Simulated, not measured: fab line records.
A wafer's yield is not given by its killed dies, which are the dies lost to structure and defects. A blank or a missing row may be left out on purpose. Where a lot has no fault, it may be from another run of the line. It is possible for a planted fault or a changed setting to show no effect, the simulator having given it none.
fab line records	flow nand-harc
record: lots: 14	wafers: 42	last-day: 24
route steps=1159 shown A_STAIRCASE@559
lots that met no fault: taken from a fault-free run of the same line
start-h: start of the lot's first displayed wafer, in hours after the record's first day	wait-h: hours since the lot's step before	" as in the row above	L1.1+2: a single row standing in for several wafers	- no value, or no start was given	* or withheld: withheld	< > ~ a bound
route shown NAME@n: a module of which the file shows steps, and the number in the route of the first	usual: mean/standard deviation of fault-free wafers	same: alike in all rows	chamber/n: place in a boat	sites: the reading at each site	_std_site: the values' standard deviation	_edge_site: mean of outer sites minus mean of inner sites	radius-mm: how far each site lies from the wafer's centre	mask NAME#n: copy n	behind: tool/chamber where the wafer was last shaped	hold: what put the lot on hold/how long, in hours/how the hold closed	device: transistor that didn't switch, given as n, p or np	end of line: the tests these same wafers got at the end of their route	for a step that has no rows: nothing shown but its recipe	killed: at the first sort, the dies lost to defects and structure; wafer yield is something else	map: per-die view of a wafer (x killed, . not killed, _ where there is no die)
set.NAME: setting as actually run; set.NAME@STEP: the setting as run at that earlier step	model.NAME: the simulator's own value behind a step, which no gauge read
route steps across a sampled set of lots; one table per step, one row per wafer
services: the hour from which a tool's chamber was out of use, counted from the record's first day as start-h (under 0 if before that day), plus the number of hours and why
== steps ==
step: NHARC_A_STAIRCASE_TRIM_22
recipe: time-s: 211.2	o2-flow-sccm: 500	ar-flow-sccm: 0	bias-w: 0	chemistry: O2
usual: drypump-motor-current-A: 5.5/0.39	oes-product-au: 1.003/0.0074	rf-vpp-V: 57.7/0.88	showerhead-plenum-p-Torr: 3.52/0.16	throttle-valve-pct: 17.036/0.009
same: bias-w: 0
lot.wafer	tool	chamber	start-h	wait-h	drypump-motor-current-A	oes-product-au	rf-hours-counter-h	rf-vpp-V	showerhead-plenum-p-Torr	throttle-valve-pct
L961.3	rie-diel-05	0	-	-	6.1	1.004	21	57.2	3.29	17.044
L961.5	"	1	"	"	6.0	0.996	-	58.5	3.52	17.043
L961.6	"	2	"	"	5.3	1.011	-	57.0	3.57	17.039
L964.3	rie-diel-05	1	-	-	6.0	0.997	25	56.7	3.51	17.044
L964.2	"	3	"	"	5.0	1.002	21	57.3	3.46	17.035
L964.5	"	1	"	"	6.0	1.010	-	58.5	3.51	17.041
L962.2	rie-diel-10	3	-	-	5.3	0.996	23	57.9	3.66	17.022
L962.3	"	0	"	"	5.2	1.009	23	57.0	3.36	17.030
L962.5	"	3	"	"	5.3	1.009	-	58.6	3.66	17.045
L963.2	rie-diel-05	3	-	-	5.0	1.008	23	58.7	3.46	17.033
L963.6	"	2	"	"	5.3	1.005	-	58.1	3.56	17.030
L963.5	"	3	"	"	5.0	1.012	-	58.7	3.46	17.023
L966.1	rie-diel-05	1	-	-	6.0	0.992	31	57.9	3.51	17.021
L966.4	"	3	"	"	5.0	1.010	28	58.3	3.46	17.047
L966.6	"	1	"	"	6.0	1.001	-	57.5	3.51	17.040
L975.4	rie-diel-10	0	-	-	5.2	1.007	48	56.6	3.34	17.030
L975.1	"	2	"	"	6.1	1.025	47	58.5	3.70	17.031
L975.2	"	3	"	"	5.3	1.007	48	58.4	3.65	17.059
L973.3	rie-diel-01	2	-	-	5.4	0.999	0	57.4	3.34	17.048
L973.6	"	1	"	"	6.0	1.008	-	57.6	3.66	17.031
L973.5	"	2	"	"	5.4	1.009	-	56.9	3.35	17.034
L977.4	rie-diel-01	3	-	-	5.0	1.009	4	59.1	3.81	17.038
L977.1	"	1	"	"	6.0	1.006	3	58.1	3.66	17.055
L977.6	"	3	"	"	5.0	1.013	-	59.3	3.81	17.029
L976.2	rie-diel-05	2	-	-	5.3	1.005	56	58.5	3.54	17.038
L976.4	"	1	"	"	6.0	0.996	58	56.8	3.50	17.033
L976.5	"	2	"	"	5.4	0.997	-	58.0	3.55	17.042
L980.4	rie-diel-05	3	-	-	5.0	1.015	51	56.8	3.45	17.038
L980.1	"	1	"	"	6.0	0.993	60	57.8	3.49	17.047
L980.5	"	3	"	"	5.0	1.011	-	57.8	3.45	17.018
L978.2	rie-diel-05	2	-	-	5.3	0.996	60	56.9	3.54	17.042
L978.1	"	3	"	"	5.0	0.997	52	58.2	3.45	17.026
L978.3	"	1	"	"	6.1	0.982	61	57.7	3.49	17.036
L979.1	rie-diel-01	0	-	-	5.6	0.994	10	56.0	3.39	17.033
L979.4	"	1	"	"	5.9	0.995	8	57.9	3.65	17.043
L979.3	"	2	"	"	5.4	0.996	9	57.4	3.34	17.036
L982.2	rie-diel-01	2	-	-	5.4	1.000	13	56.9	3.34	17.032
L982.5	"	1	"	"	6.0	1.002	-	58.9	3.65	17.033
L982.6	"	2	"	"	5.4	1.006	-	56.2	3.34	17.027
L984.2	rie-diel-01	2	-	-	5.4	1.010	20	59.5	3.33	17.035
L984.1	"	1	"	"	6.0	0.993	18	58.6	3.65	17.035
L984.5	"	2	"	"	5.4	1.005	-	57.1	3.33	17.028
step: NHARC_A_STAIRCASE_DEVELOP_183
recipe: time-s: 140
usual: chill-plate-temp-C: 23.02/0.12	exhaust-pa: 44.9/0.96
lot.wafer	tool	chamber	start-h	wait-h	chill-plate-temp-C	exhaust-pa
L961.3	litho-track-02	0	225	-	23.18	44.6
L961.5	"	0	"	"	23.22	44.2
L961.6	"	0	"	"	23.06	43.3
L964.2	litho-track-05	0	247	-	23.04	45.3
L964.3	"	0	"	"	23.09	45.0
L964.5	"	0	"	"	22.87	45.9
L962.2	litho-track-05	-	247	-	-	-
L962.3	"	-	"	"	-	-
L962.5	"	-	"	"	-	-
L963.2	litho-track-05	-	251	-	-	-
L963.5	"	-	"	"	-	-
L963.6	"	-	"	"	-	-
L966.1	litho-track-07	0	266	-	23.04	45.3
L966.4	"	0	"	"	23.09	45.0
L966.6	"	0	"	"	23.15	45.0
L975.1	litho-track-07	0	320	-	23.14	44.2
L975.2	"	0	"	"	23.25	44.6
L975.4	"	0	"	"	23.10	44.3
L973.3	litho-track-05	0	326	-	23.18	44.1
L973.5	"	0	"	"	23.23	45.2
L973.6	"	0	"	"	23.12	45.3
L977.1	litho-track-07	0	332	-	23.04	44.5
L977.4	"	0	"	"	23.06	45.9
L977.6	"	0	"	"	22.96	44.9
L976.2	litho-track-07	0	332	-	22.93	44.9
L976.4	"	0	"	"	23.01	46.1
L976.5	"	0	"	"	22.97	45.1
L980.1	litho-track-07	0	341	-	23.23	45.2
L980.4	"	0	"	"	23.11	45.6
L980.5	"	0	"	"	22.97	47.4
L978.1	litho-track-05	0	342	-	22.78	44.2
L978.2	"	0	"	"	22.94	46.2
L978.3	"	0	"	"	23.00	43.8
L979.1	litho-track-05	0	346	-	23.21	44.7
L979.3	"	0	"	"	23.16	44.9
L979.4	"	0	"	"	23.24	45.0
L982.2	litho-track-02	0	358	-	23.04	44.4
L982.5	"	0	"	"	22.93	43.0
L982.6	"	0	"	"	23.05	45.0
L984.1	litho-track-05	0	367	-	23.16	45.2
L984.2	"	0	"	"	23.07	44.4
L984.5	"	0	"	"	23.17	43.1
step: NHARC_A_STAIRCASE_TRIM_191
recipe: time-s: 211.2	o2-flow-sccm: 500	ar-flow-sccm: 0	bias-w: 0	chemistry: O2
usual: drypump-motor-current-A: 5.5/0.39	oes-product-au: 1.004/0.0073	rf-vpp-V: 57.7/0.87	showerhead-plenum-p-Torr: 3.52/0.17	throttle-valve-pct: 17.036/0.0097
same: bias-w: 0
lot.wafer	tool	chamber	start-h	wait-h	drypump-motor-current-A	oes-product-au	rf-hours-counter-h	rf-vpp-V	showerhead-plenum-p-Torr	throttle-valve-pct
L961.3	rie-diel-01	2	-	-	5.4	1.012	39	56.8	3.36	17.026
L961.5	"	0	"	"	5.6	1.003	-	58.4	3.41	17.033
L961.6	"	1	"	"	6.0	1.005	-	58.1	3.68	17.054
L964.3	rie-diel-01	0	-	-	5.6	0.999	38	57.9	3.40	17.050
L964.2	"	2	"	"	5.4	1.002	46	58.0	3.36	17.033
L964.5	"	3	"	"	5.0	1.004	-	56.4	3.30	17.043
L962.3	rie-diel-10	0	-	-	5.2	1.014	24	57.4	3.35	17.030
L962.2	"	2	"	"	6.2	1.012	21	58.6	3.71	17.038
L962.5	"	1	"	"	5.4	0.994	-	58.2	3.80	17.024
L963.2	rie-diel-05	0	-	-	6.1	0.997	30	57.4	3.28	17.046
L963.6	"	3	"	"	5.0	1.008	-	58.3	3.46	17.042
L963.5	"	0	"	"	6.1	0.994	-	57.1	3.28	17.042
L966.1	rie-diel-10	3	-	-	5.3	1.008	30	58.1	3.66	17.032
L966.4	"	0	"	"	5.3	1.008	30	57.1	3.35	17.037
L966.6	"	0	"	"	5.2	1.006	-	58.2	3.35	17.029
L975.4	rie-diel-10	1	-	-	5.5	0.993	48	58.6	3.78	17.042
L975.2	"	2	"	"	6.1	1.006	49	59.1	3.70	17.020
L975.1	"	0	"	"	5.2	1.006	50	54.7	3.34	17.038
L973.3	rie-diel-05	3	-	-	5.0	1.010	47	57.9	3.45	17.050
L973.6	"	1	"	"	6.1	0.996	-	59.9	3.50	17.052
L973.5	"	2	"	"	5.3	1.006	-	57.7	3.55	17.049
L976.2	rie-diel-10	3	-	-	5.3	1.006	53	56.8	3.65	17.033
L976.4	"	1	"	"	5.4	0.998	53	59.4	3.78	17.023
L976.5	"	3	"	"	5.3	1.004	-	58.1	3.65	17.044
L977.4	rie-diel-05	2	-	-	5.3	1.006	58	56.7	3.54	17.035
L977.1	"	0	"	"	6.1	0.999	61	58.4	3.26	17.016
L977.6	"	3	"	"	5.0	1.005	-	57.1	3.45	17.050
L980.4	rie-diel-01	2	-	-	5.4	1.000	9	57.2	3.34	17.036
L980.1	"	0	"	"	5.6	1.005	9	57.9	3.39	17.032
L980.5	"	1	"	"	6.0	1.005	-	57.8	3.66	17.034
L978.1	rie-diel-10	3	-	-	5.3	1.009	58	57.0	3.64	17.039
L978.2	"	0	"	"	5.3	1.003	58	57.9	3.34	17.028
L978.3	"	1	"	"	5.5	1.002	57	57.1	3.78	17.024
L979.1	rie-diel-01	3	348.73	-	5.0	1.009	12	60.3	3.80	17.037
L979.3	"	0	"	"	5.6	1.009	11	56.4	3.39	17.029
L979.4	"	2	"	"	5.4	1.013	10	56.7	3.34	17.026
L982.2	rie-diel-01	1	-	-	6.0	0.999	16	58.6	3.65	17.042
L982.6	"	1	"	"	6.0	1.011	-	58.1	3.65	17.039
L982.5	"	2	"	"	5.4	1.023	-	58.7	3.34	17.025
L984.1	rie-diel-10	2	-	-	6.1	1.011	1	56.5	3.69	17.026
L984.2	"	0	"	"	5.2	1.011	1	57.8	3.33	17.021
L984.5	"	1	"	"	5.4	1.008	-	58.8	3.77	17.032
step: NHARC_A_STAIRCASE_ETCH_192
recipe: target-depth-a: 1000	time-s: 40.5	ion-energy-ev: 400	c4f8-flow-sccm: 20	o2-flow-sccm: 10	ar-flow-sccm: withheld	rf-w: 600	bias-w: 1000	chemistry: C4F8/O2
usual: bias-w: 1000.0/2.9	oes-product-au: 0.940/0.0098	rf-vpp-V: 896/6.3
lot.wafer	tool	chamber	start-h	wait-h	bias-w	oes-product-au	rf-hours-counter-h	rf-vpp-V
L961.3	rie-diel-01	2	-	-	1001.1	0.927	39	891
L961.5	"	3	"	"	1004.2	0.947	-	888
L961.6	"	0	"	"	1001.0	0.934	-	891
L964.3	rie-diel-01	0	-	-	1004.3	0.933	39	891
L964.2	"	3	"	"	1001.9	0.930	44	888
L964.5	"	0	"	"	1003.5	0.925	-	892
L962.3	rie-diel-10	1	-	-	1004.0	0.937	22	906
L962.2	"	2	"	"	1000.1	0.952	22	902
L962.5	"	1	"	"	1003.1	0.927	-	905
L963.2	rie-diel-05	0	-	-	990.7	0.930	30	886
L963.5	"	2	"	"	1007.0	0.942	-	898
L963.6	"	3	"	"	1004.2	0.949	-	894
L966.1	rie-diel-10	0	-	-	1000.2	0.941	30	890
L966.4	"	1	"	"	1007.6	0.953	27	905
L966.6	"	3	"	"	999.9	0.936	-	900
L975.4	rie-diel-10	3	-	-	1000.2	0.944	50	899
L975.1	"	1	"	"	997.5	0.935	49	905
L975.2	"	2	"	"	998.0	0.940	49	902
L973.3	rie-diel-05	0	-	-	1001.5	0.935	59	887
L973.6	"	0	"	"	998.8	0.930	-	885
L973.5	"	1	"	"	1003.7	0.929	-	894
L977.4	rie-diel-05	1	-	-	1002.8	0.921	59	895
L977.1	"	0	"	"	1002.1	0.916	61	885
L977.6	"	2	"	"	1001.4	0.925	-	896
L976.2	rie-diel-10	1	-	-	1000.3	0.938	54	906
L976.4	"	2	"	"	1003.0	0.925	53	902
L976.5	"	1	"	"	1000.1	0.927	-	905
L980.4	rie-diel-01	3	-	-	1001.5	0.945	10	905
L980.1	"	2	"	"	995.7	0.931	9	887
L980.5	"	3	"	"	999.8	0.941	-	906
L978.3	rie-diel-10	0	-	-	999.1	0.946	58	889
L978.2	"	1	"	"	997.4	0.941	57	904
L978.1	"	3	"	"	1000.8	0.929	58	901
L979.1	rie-diel-01	2	-	-	999.1	0.930	11	889
L979.3	"	3	"	"	996.2	0.935	13	906
L979.4	"	0	"	"	998.9	0.925	12	891
L982.2	rie-diel-01	3	-	-	999.0	0.935	20	905
L982.5	"	1	"	"	997.3	0.927	-	901
L982.6	"	2	"	"	1001.1	0.929	-	888
L984.1	rie-diel-10	1	-	-	1000.6	0.936	2	905
L984.2	"	0	"	"	998.7	0.958	2	889
L984.5	"	1	"	"	1002.8	0.941	-	905
== services ==
tool	chamber	start-h	hours	kind
rie-diel-05	3	211.75	6.3	repair
rie-diel-01	0	221.21	-	clean
rie-diel-01	1	221.21	-	clean
rie-diel-01	2	221.21	-	clean
rie-diel-01	3	221.21	-	clean
litho-track-05	-	237.00	7.0	pm
rie-diel-05	3	238.27	3.0	repair
rie-diel-01	0	245.81	-	clean
rie-diel-01	1	245.81	-	clean
rie-diel-01	2	245.81	-	clean
rie-diel-01	3	245.81	-	clean
rie-diel-01	0	270.31	-	clean
rie-diel-01	1	270.31	-	clean
rie-diel-01	2	270.31	-	clean
rie-diel-01	3	270.31	-	clean
rie-diel-01	0	294.81	-	clean
rie-diel-01	1	294.81	-	clean
rie-diel-01	2	294.81	-	clean
rie-diel-01	3	294.81	-	clean
rie-diel-01	-	315.10	9.0	pm
litho-track-02	-	340.00	7.0	pm
rie-diel-05	-	340.75	9.0	pm
rie-diel-10	-	353.50	9.0	pm
litho-track-07	-	364.01	7.0	pm
== key ==
first-sign: step: NHARC_A_STAIRCASE_DEVELOP_183	reading: tool-record	direction: missing
effect none on later readings
met-at NHARC_A_STAIRCASE_DEVELOP_183
struck-lots L962,L963
later-rows-left-out L962.2,L962.3,L962.5,L963.2,L963.5,L963.6
sort-left-out L962.2,L962.3,L962.5,L963.2,L963.5,L963.6
tester-left-out L962,L963
not-acting-at NHARC_A_STAIRCASE_TRIM_22,NHARC_A_STAIRCASE_TRIM_191,NHARC_A_STAIRCASE_ETCH_192
fault: kind: skipped-step-whole	tool: litho-track-05	chamber: -	onset-h: 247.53	steps: NHARC_A_STAIRCASE_DEVELOP_183	scope: struck-lots-only
tester-left-out: of these lots the tester's yield and bins aren't shown, on N5 and GAA mostly nor the transistor test; their killed dies are dies lost to structure and defects alone, not to doping, threshold or leakage, so they don't give the yield
sort-left-out: the simulated sort isn't trusted on such a fault, so these wafers' sort isn't shown, and their yield isn't known
later-rows-left-out: the simulator's readings of these wafers behind a module that went badly wrong aren't trusted and aren't shown, but for the sort
